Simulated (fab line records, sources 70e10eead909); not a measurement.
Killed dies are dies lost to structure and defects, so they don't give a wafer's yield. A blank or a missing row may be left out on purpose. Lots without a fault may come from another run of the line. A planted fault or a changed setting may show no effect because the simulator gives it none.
fab line records | flow nand_harc
record lots=11 wafers=33 last_day=33
route steps=1302 shown A_M0@1144 END@1302
lots that met no fault: from a run of the same line without faults
start_h: hours from the record's first day to the start of the lot's first wafer shown | wait_h: hours since the lot's step before | " the same as in the row above | L1.1+2: a row that stands for several wafers | - no value, or no start given | * or withheld: withheld | < > ~ a bound
route shown NAME@n: a module of which the file shows steps, and the number in the route of the first | usual: mean/standard deviation of fault-free wafers | same: alike in all rows | chamber/n: place in a boat | sites: the reading at each site | _std_site: their standard deviation | _edge_site: outer sites' mean less inner sites' | radius_mm: how far each site lies from the wafer's centre | mask NAME#n: copy n | behind: the tool/chamber that last shaped the wafer | hold: why the lot was held/for how many hours/how that ended | device: the transistor (n, p or np) that didn't switch | end of line: the same wafers' tests at the end of the route | a step without rows: its recipe alone | killed: dies lost to structure and defects at the first sort, not the wafer's yield | map: a wafer's dies, x killed, . not, _ none there
set.NAME: the setting as run; set.NAME@STEP: as run at that earlier step | model.NAME: the simulator's own value behind a step, which no gauge read
steps of the route over a sample of lots; a table a step, a row a wafer
services: from which hour (start_h, from the record's first day; less than 0 if before it) a tool's chamber was out of use, for how many hours, and why
## steps
# step NHARC_A_M0_EXPOSE_06
# recipe na=1.35 target_cd_nm=80 dose_mj=83.25 mask_id=A_M0
# usual exposure_dose_mJ_cm2=83.17/0.088 focus_offset_nm=0.0/0.56 stage_vel_mm_s=499.98/0.27
# same na=1.35
# columns lot.wafer tool chamber start_h wait_h mask exposure_dose_mJ_cm2 focus_offset_nm stage_vel_mm_s
L278.2 arfi_scanner-03 0 524.10 - A_M0#0 83.12 -0.2 499.92
L278.3 " 0 " " A_M0#0 83.29 -0.7 500.08
L278.5 " 0 " " A_M0#0 83.16 -0.2 500.08
L277.2 arfi_scanner-03 0 535.90 - A_M0#0 83.29 0.0 500.50
L277.4 " 0 " " A_M0#0 83.23 -0.6 500.27
L277.6 " 0 " " A_M0#0 83.31 -0.9 500.11
L279.1 arfi_scanner-02 0 547.14 - A_M0#0 83.14 -0.2 499.59
L279.3 " 0 " " A_M0#0 83.06 0.3 499.55
L279.4 " 0 " " A_M0#0 83.13 -0.3 500.02
L281.2 arfi_scanner-03 0 558.67 - A_M0#0 83.28 0.3 499.91
L281.5 " 0 " " A_M0#0 83.38 0.6 500.19
L281.6 " 0 " " A_M0#0 83.41 1.1 500.17
L282.1 arfi_scanner-01 0 600.32 - A_M0#0 83.17 0.1 499.93
L282.2 " 0 " " A_M0#0 83.17 0.1 499.44
L282.3 " 0 " " A_M0#0 83.12 0.6 499.79
L284.2 arfi_scanner-03 0 608.59 - A_M0#0 83.15 -0.1 499.88
L284.4 " 0 " " A_M0#0 83.27 0.4 500.09
L284.6 " 0 " " A_M0#0 83.17 0.3 500.43
L285.2 arfi_scanner-02 0 613.05 - A_M0#0 83.18 0.1 499.96
L285.4 " 0 " " A_M0#0 83.12 0.3 499.75
L285.5 " 0 " " A_M0#0 83.11 0.9 499.85
L286.1 arfi_scanner-03 0 631.42 - A_M0#0 112.83 0.0 500.03
L286.3 " 0 " " A_M0#0 112.83 0.9 500.25
L286.6 " 0 " " A_M0#0 112.88 0.4 500.34
L293.2 arfi_scanner-03 0 692.19 - A_M0#0 106.88 -0.1 499.68
L293.5 " 0 " " A_M0#0 106.97 0.1 500.04
L293.6 " 0 " " A_M0#0 107.06 -0.3 499.91
L295.3 arfi_scanner-03 0 705.29 - A_M0#0 104.52 -0.6 500.03
L295.4 " 0 " " A_M0#0 104.52 -0.3 500.29
L295.5 " 0 " " A_M0#0 104.59 -0.4 500.03
L298.2 arfi_scanner-02 0 736.99 - A_M0#0 83.06 -0.1 499.97
L298.5 " 0 " " A_M0#0 83.05 -0.1 500.40
L298.6 " 0 " " A_M0#0 83.06 0.3 499.95
# step NHARC_A_M0_CD_MEAS_09
# recipe target_cd_nm=80 landing_energy_ev=500
# usual cd_nm=80.0/0.76
# columns lot.wafer tool chamber start_h wait_h cd_nm
L278.2 cd_sem-01 0 524.23 - 80.4
L278.3 " 0 " " 79.7
L278.5 " 0 " " 80.7
L277.2 cd_sem-01 0 536.03 - 80.5
L277.4 " 0 " " 79.4
L277.6 " 0 " " 80.7
L279.1 cd_sem-03 0 547.27 - 79.9
L279.3 " 0 " " 79.3
L279.4 " 0 " " 80.2
L281.2 cd_sem-02 0 558.81 - 80.0
L281.5 " 0 " " 80.4
L281.6 " 0 " " 79.7
L282.1 cd_sem-02 0 600.46 - 80.2
L282.2 " 0 " " 80.6
L282.3 " 0 " " 80.2
L284.2 cd_sem-03 0 608.72 - 80.1
L284.4 " 0 " " 80.5
L284.6 " 0 " " 81.4
L285.2 cd_sem-01 0 613.19 - 81.5
L285.4 " 0 " " 81.1
L285.5 " 0 " " 80.5
L286.1 cd_sem-01 0 631.56 - 101.2
L286.3 " 0 " " 99.9
L286.6 " 0 " " 99.7
L293.2 cd_sem-03 0 692.32 - 95.8
L293.5 " 0 " " 95.8
L293.6 " 0 " " 96.6
L295.3 cd_sem-02 0 705.42 - 95.0
L295.4 " 0 " " 94.7
L295.5 " 0 " " 96.0
L298.2 cd_sem-01 0 737.12 - 80.7
L298.5 " 0 " " 80.8
L298.6 " 0 " " 81.6
# step NHARC_A_M0_INSPECT_11
# usual raw_defect_count=82/26
# columns lot.wafer tool chamber start_h wait_h raw_defect_count
L278.2 defect_inspect-02 - 524.36 0.0 86
L278.3 " - " " 76
L278.5 " - " " 84
L277.2 defect_inspect-02 - 536.16 0.0 111
L277.4 " - " " 99
L277.6 " - " " 112
L279.1 defect_inspect-02 - 547.40 0.0 148
L279.3 " - " " 141
L279.4 " - " " 170
L281.2 defect_inspect-01 - 558.93 0.0 73
L281.5 " - " " 54
L281.6 " - " " 72
L282.1 defect_inspect-02 - 600.58 0.0 70
L282.2 " - " " 88
L282.3 " - " " 76
L284.2 defect_inspect-01 - 608.85 0.0 88
L284.4 " - " " 89
L284.6 " - " " 76
L285.2 defect_inspect-02 - 613.31 0.0 78
L285.4 " - " " 76
L285.5 " - " " 79
L286.1 defect_inspect-01 - 631.69 0.0 90
L286.3 " - " " 85
L286.6 " - " " 91
L293.2 defect_inspect-02 - 692.45 0.0 69
L293.5 " - " " 79
L293.6 " - " " 68
L295.3 defect_inspect-02 - 705.54 0.0 44
L295.4 " - " " 46
L295.5 " - " " 41
L298.2 defect_inspect-01 - 737.25 0.0 104
L298.5 " - " " 86
L298.6 " - " " 95
# step NHARC_A_M0_DESCUM_14
# recipe time_s=3 o2_flow_sccm=200 ar_flow_sccm=0 bias_power_w=0 chemistry=O2
# usual drypump_motor_current_A=5.8/0.56 mfc_ar_sccm=0.005/0.0085 oes_product_au=1.001/0.01 rf_vpp_V=57.7/0.93 showerhead_plenum_p_Torr=1.91/0.078 throttle_valve_pct=11.312/0.0093
# same time_s=3
# columns lot.wafer tool chamber start_h wait_h drypump_motor_current_A mfc_ar_sccm oes_product_au rf_hours_counter_h rf_vpp_V showerhead_plenum_p_Torr throttle_valve_pct
L278.3 rie_diel-12 2 524.42 0.1 6.7 0.011 0.976 5.0 57.6 1.86 11.306
L278.2 " 0 " " 6.6 0.003 0.997 4.1 57.3 1.97 11.302
L278.5 " 2 " " 6.7 0.011 0.980 - 57.9 1.86 11.321
L277.2 rie_diel-12 2 536.23 0.1 6.7 0.011 0.983 5.7 56.4 1.86 11.311
L277.4 " 3 " " 5.9 0 1.010 5.7 57.8 1.79 11.312
L277.6 " 1 " " 4.7 0 0.996 - 57.3 1.78 11.300
L279.4 rie_diel-01 3 547.47 0.1 6.5 0.023 0.986 7.3 57.2 1.84 11.319
L279.3 " 0 " " 5.2 0 1.003 7.3 58.7 1.90 11.315
L279.1 " 1 " " 5.2 0 1.015 7.9 57.8 2.02 11.320
L281.2 rie_diel-04 3 559.00 0.1 6.6 0 1.008 0.8 57.6 1.88 11.317
L281.5 " 2 " " 5.8 0.011 1.004 - 57.4 1.97 11.307
L281.6 " 3 " " 6.6 0 1.008 - 56.7 1.88 11.308
L282.3 rie_diel-04 1 600.64 0.1 5.7 0 0.988 3.8 55.3 1.79 11.302
L282.2 " 2 " " 5.8 0.011 1.010 4.4 58.7 1.97 11.305
L282.1 " 3 " " 6.6 0 1.002 4.3 56.8 1.88 11.320
L284.2 rie_diel-01 1 608.92 0.1 5.2 0 1.014 1.4 58.0 2.02 11.304
L284.4 " 2 " " 5.9 0 1.003 1.4 58.3 2.00 11.316
L284.6 " 3 " " 6.6 0.023 0.989 - 56.6 1.84 11.307
L285.2 rie_diel-01 0 613.39 0.1 5.2 0 1.008 1.5 57.3 1.90 11.306
L285.4 " 1 " " 5.2 0 1.012 1.6 59.2 2.02 11.303
L285.5 " 2 " " 5.9 0 0.995 - 58.2 2.00 11.313
L286.3 rie_diel-04 0 631.75 0.1 5.6 0 1.005 5.7 57.5 1.92 11.316
L286.1 " 1 " " 5.7 0 0.993 5.7 58.2 1.79 11.317
L286.6 " 3 " " 6.6 0 1.004 - 57.5 1.88 11.305
L293.2 rie_diel-01 0 692.52 0.1 5.2 0 1.001 5.3 55.8 1.90 11.318
L293.5 " 3 " " 6.6 0.023 0.994 - 57.4 1.84 11.315
L293.6 " 0 " " 5.2 0 1.001 - 57.6 1.90 11.327
L295.4 rie_diel-01 3 705.60 0.1 6.5 0.023 1.009 5.1 57.2 1.84 11.312
L295.3 " 2 " " 5.9 0 0.997 5.3 59.4 2.00 11.299
L295.5 " 3 " " 6.5 0.023 0.989 - 56.3 1.84 11.320
L298.2 rie_diel-12 0 737.32 0.1 6.6 0.003 0.997 4.2 60.6 1.97 11.320
L298.5 " 2 " " 6.7 0.011 0.977 - 58.0 1.85 11.310
L298.6 " 3 " " 5.9 0 0.986 - 57.5 1.78 11.303
# step NHARC_A_M0_ETCH_15
# recipe target_depth_a=1500 overetch_a=150 time_s=82.5 c4f8_flow_sccm=withheld ar_flow_sccm=400 rf_w=600 bias_w=300 chemistry=C4F8/Ar
# usual oes_product_au=0.948/0.025 rf_vpp_V=440.8/2.5
# same time_s=82.5
# columns lot.wafer tool chamber start_h wait_h oes_product_au rf_hours_counter_h rf_vpp_V
L278.3 rie_diel-12 1 - - 0.954 4.6 436.7
L278.2 " 0 " " 0.975 4.1 442.5
L278.5 " 1 " " 0.952 - 436.6
L277.2 rie_diel-12 0 - - 0.934 5.2 441.7
L277.4 " 1 " " 0.925 5.3 437.2
L277.6 " 0 " " 0.910 - 442.3
L279.1 rie_diel-01 3 - - 0.908 7.4 438.1
L279.3 " 1 " " 0.937 7.9 444.7
L279.4 " 2 " " 0.929 8.0 444.6
L281.2 rie_diel-04 3 - - 0.952 0.9 440.7
L281.5 " 3 " " 0.965 - 439.5
L281.6 " 0 " " 0.981 - 442.6
L282.3 rie_diel-04 1 - - 0.948 3.9 438.1
L282.1 " 3 " " 0.970 4.3 439.5
L282.2 " 0 " " 0.974 3.8 442.0
L284.2 rie_diel-01 3 - - 0.965 1.3 439.5
L284.4 " 2 " " 0.980 1.4 443.9
L284.6 " 3 " " 0.952 - 439.1
L285.2 rie_diel-01 0 - - 0.982 1.6 440.4
L285.4 " 1 " " 0.982 1.6 443.4
L285.5 " 3 " " 0.955 - 438.3
L286.1 rie_diel-04 0 - - 0.933 5.8 440.9
L286.3 " 1 " " 0.916 5.7 437.3
L286.6 " 3 " " 0.930 - 440.9
L293.2 rie_diel-01 0 - - 0.929 5.4 440.1
L293.5 " 3 " " 0.914 - 438.2
L293.6 " 0 " " 0.933 - 440.8
L295.3 rie_diel-01 0 - - 0.935 5.6 441.7
L295.4 " 2 " " 0.925 5.3 443.7
L295.5 " 0 " " 0.929 - 440.9
L298.2 rie_diel-12 3 - - 0.916 4.7 435.3
L298.6 " 0 " " 0.921 - 443.1
L298.5 " 1 " " 0.908 - 436.8
# step NHARC_END_SORT_01
# recipe temp_c=25
# usual defect_limited_yield=91.2/1.8 killed_at_array=55/12 killed_at_other=1.0/1.2 killed_at_periphery=3.9/2.6 killed_dies=60/12 killed_open=3.3/1.9 killed_short=2.5/1.8
# same gross_dies=677
# columns lot.wafer tool chamber start_h wait_h defect_limited_yield[%] killed_at_array killed_at_other killed_at_periphery killed_dies killed_open killed_short
L285.2 prober-02 0 654.64 2.8 90.1 57 2 8 67 9 5
L285.4 prober-02 0 656.24 3.4 89.8 51 4 14 69 7 3
L285.5 prober-02 0 657.04 3.7 91.3 54 1 4 59 6 2
L286.1 prober-02 0 670.36 2.5 92.6 47 1 2 50 2 2
L286.3 prober-02 0 671.97 3.1 91.3 55 2 2 59 1 3
L286.6 prober-02 0 674.38 4.0 91.1 57 1 2 60 2 3
L295.4 prober-02 0 747.53 3.5 93.6 37 0 6 43 2 6
# killed by level:class
L285.2 A_SLIT:chamber_film_flake=23 A_CHANNEL_HOLE_D2:chamber_film_flake=13 A_CONTACT:chamber_film_flake=4 A_ONON_D1:geometric_particle:open=3 A_CHANNEL_HOLE_D1:chamber_film_flake=3 A_ONON_D1:geometric_particle:short=2 P_STI:chamber_film_flake=2 P_CONTACT:chamber_film_flake=2
L285.4 A_SLIT:chamber_film_flake=20 A_CHANNEL_HOLE_D2:chamber_film_flake=14 A_CHANNEL_HOLE_D1:chamber_film_flake=5 P_CONTACT:chamber_film_flake=4 A_CONTACT:chamber_film_flake=4 THIN_TSV:chamber_film_flake=4 P_GATE:geometric_particle:open=3 P_M2:chamber_film_flake=3
L285.5 A_SLIT:chamber_film_flake=30 A_CHANNEL_HOLE_D2:chamber_film_flake=12 A_ONON_D2:geometric_particle:open=2 P_CONTACT:chamber_film_flake=2 A_CONTACT:chamber_film_flake=2 P_M0:geometric_particle:open=1 A_SOURCE_PLATE:geometric_particle:open=1 A_ONON_D1:geometric_particle:open=1
L286.1 A_CHANNEL_HOLE_D1:chamber_film_flake=27 A_CHANNEL_HOLE_D2:chamber_film_flake=12 A_CONTACT:chamber_film_flake=5 P_CONTACT:geometric_particle:open=1 A_CHANNEL_HOLE_D2:geometric_particle:open=1 A_CHANNEL_FILL_D2:geometric_particle:short=1 STARTING-WAFER:geometric_particle:short=1 P_STI:chamber_film_flake=1
L286.3 A_CHANNEL_HOLE_D1:chamber_film_flake=26 A_CHANNEL_HOLE_D2:chamber_film_flake=17 A_CONTACT:chamber_film_flake=4 A_SLIT:chamber_film_flake=3 P_M0:geometric_particle:open=1 A_SOURCE_PLATE:geometric_particle:short=1 A_WL_FILL:geometric_particle:short=1 A_M1:geometric_particle:short=1
L286.6 A_CHANNEL_HOLE_D1:chamber_film_flake=26 A_CHANNEL_HOLE_D2:chamber_film_flake=18 A_SLIT:chamber_film_flake=3 A_CONTACT:chamber_film_flake=3 A_ZERO_WELL:chamber_film_flake=2 P_CONTACT:geometric_particle:open=1 A_CHANNEL_FILL_D2:geometric_particle:open=1 A_CHANNEL_FILL_D2:geometric_particle:short=1
L295.4 A_CHANNEL_HOLE_D1:chamber_film_flake=13 A_CONTACT:chamber_film_flake=10 A_SLIT:chamber_film_flake=4 P_GATE:geometric_particle:short=3 A_STAIRCASE:chamber_film_flake=3 A_DECK1_JOINT:chamber_film_flake=2 A_WL_FILL:chamber_film_flake=2 P_CONTACT:geometric_particle:open=1
## services
# columns tool chamber start_h hours kind
rie_diel-01 0 512.43 - clean
rie_diel-01 1 512.43 - clean
arfi_scanner-03 - 521.59 0.5 repair
rie_diel-12 0 526.36 1.6 repair
rie_diel-04 - 531.90 9.0 pm
arfi_scanner-03 - 540.00 4.0 pm
rie_diel-01 - 550.78 0.5 repair
rie_diel-01 - 557.80 9.0 pm
arfi_scanner-02 - 564.24 0.5 repair
rie_diel-12 3 574.28 2.8 repair
rie_diel-01 - 585.80 13.2 repair
arfi_scanner-01 - 596.00 4.0 pm
arfi_scanner-02 - 599.13 1.0 repair
rie_diel-12 - 622.40 9.0 pm
rie_diel-04 0 636.67 14.4 repair
rie_diel-01 1 641.93 3.9 repair
rie_diel-12 0 648.55 7.1 repair
arfi_scanner-02 - 656.93 4.0 pm
arfi_scanner-03 - 663.17 4.7 repair
rie_diel-01 - 691.77 0.1 repair
rie_diel-04 - 708.90 9.0 pm
arfi_scanner-03 - 712.00 4.0 pm
rie_diel-12 3 728.75 5.5 repair
rie_diel-01 - 734.80 9.0 pm
## key
first_sign step=NHARC_A_M0_EXPOSE_06 reading=exposure_dose_mJ_cm2 direction=up sigmas=99+ usual=83.17 struck=108.12
effect step=NHARC_A_M0_CD_MEAS_09 reading=cd_nm direction=up sigmas=23 usual=80.0 struck=97.2 through=control_loop
met_at NHARC_A_M0_EXPOSE_06
struck_lots L286,L293,L295
loop_trim step=NHARC_A_M0_EXPOSE_06 setting=dose lots=L293,L295
not_acting_at NHARC_A_M0_INSPECT_11,NHARC_A_M0_DESCUM_14,NHARC_A_M0_ETCH_15
onset_between 608.59 631.42
fault kind=process_parameter_drift tool=arfi_scanner-03 chamber=- onset_h=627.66 steps=NHARC_A_M0_EXPOSE_06 channel=dose_mj offset=29.661 shape=step acts_in=these_recipes_only stated=83.25
# loop_trim: a control loop set the setting to another value than it would have without faults
